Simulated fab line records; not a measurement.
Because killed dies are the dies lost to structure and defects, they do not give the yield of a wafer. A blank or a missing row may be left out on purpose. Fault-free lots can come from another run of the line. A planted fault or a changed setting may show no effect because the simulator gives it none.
Which tool did it? | flow n5_finfet | Sampling: 10 lots, 30 wafers, 2 of 1938 route steps

## WHAT THE GAUGES READ, wafer by wafer
N5_BEOL_M9_CD_MEAS_11: the cd target is 64.1 nm. Usual: cd_nm reads 63.9 nm (standard deviation 0.48).
lot  | measured     | on        | cd_nm (nm)     | flag
L254 | day 10 00:08 | cd_sem-03 | 62.8 63.7 63.6 |
L258 | day 11 06:22 | cd_sem-03 | 63.8 63.8 63.3 |
L259 | day 11 16:25 | cd_sem-01 | 63.6 63.0 63.7 |
L265 | day 13 05:41 | cd_sem-01 | 63.9 63.0 63.1 |
L268 | day 14 10:31 | cd_sem-01 | 64.3 64.1 64.1 |
L269 | day 14 17:26 | cd_sem-02 | 63.9 64.5 64.4 |
L271 | day 14 21:14 | cd_sem-03 | 63.8 63.5 64.3 |
L272 | day 14 22:07 | cd_sem-02 | 64.1 64.2 64.1 |
L273 | day 15 02:07 | cd_sem-02 | 64.3 65.1 63.7 |
L276 | day 16 09:03 | cd_sem-03 | 64.4 64.2 64.0 |

## WHICH TOOL RAN EACH LOT (tool, then ch and the chambers of the sampled wafers, then the start)
lot  | N5_BEOL_M9_HM_DEP_02
L254 | pvd_sputter-03, day 9 23:38
L258 | pvd_sputter-02, day 11 05:51
L259 | pvd_sputter-02, day 11 15:55
L265 | pvd_sputter-03, day 13 05:11
L268 | pvd_sputter-03, day 14 10:08
L269 | pvd_sputter-01, day 14 16:54
L271 | pvd_sputter-02, day 14 20:52
L272 | pvd_sputter-03, day 14 21:44
L273 | pvd_sputter-01, day 15 01:44
L276 | pvd_sputter-01, day 16 08:34
- N5_BEOL_M9_HM_DEP_02: deposits TiN, target thk 20 nm.

## AS READ BY THE TOOLS THEMSELVES (means over the sampled wafers that have a number; for cases with no such wafer, the mark the record gives instead)
N5_BEOL_M9_HM_DEP_02. Usual: throttle_valve_pct reads 30.0 % (standard deviation 1.2).
lot  | tool           | throttle_valve_pct (%) | flag
L254 | pvd_sputter-03 | 29.4                   |
L258 | pvd_sputter-02 | 30.1                   |
L259 | pvd_sputter-02 | 29.8                   |
L265 | pvd_sputter-03 | 29.0                   |
L268 | pvd_sputter-03 | 31.5                   |
L269 | pvd_sputter-01 | 30.5                   |
L271 | pvd_sputter-02 | 29.8                   |
L272 | pvd_sputter-03 | 30.1                   |
L273 | pvd_sputter-01 | 30.6                   |
L276 | pvd_sputter-01 | 31.2                   |

## THE ANSWER, worked out from the rows above alone
Rule: lot off if the mean of its wafers having a number is beyond 3 standard deviations from the usual mean. A lot without any number at a reading at which 4 lots or more have one is off too. The other lots that the step has rows for count as sound. Order of review: gauges by route order, followed by the tools' own readings, for which a lot's mean as printed above is used. At the first step where some lot is off, the reading lying furthest off is the one used; lots without a number count as furthest.
Across all readings shown, no lot is off: no conclusion can be drawn from this.

## WHAT THE SIMULATOR HAD INSERTED
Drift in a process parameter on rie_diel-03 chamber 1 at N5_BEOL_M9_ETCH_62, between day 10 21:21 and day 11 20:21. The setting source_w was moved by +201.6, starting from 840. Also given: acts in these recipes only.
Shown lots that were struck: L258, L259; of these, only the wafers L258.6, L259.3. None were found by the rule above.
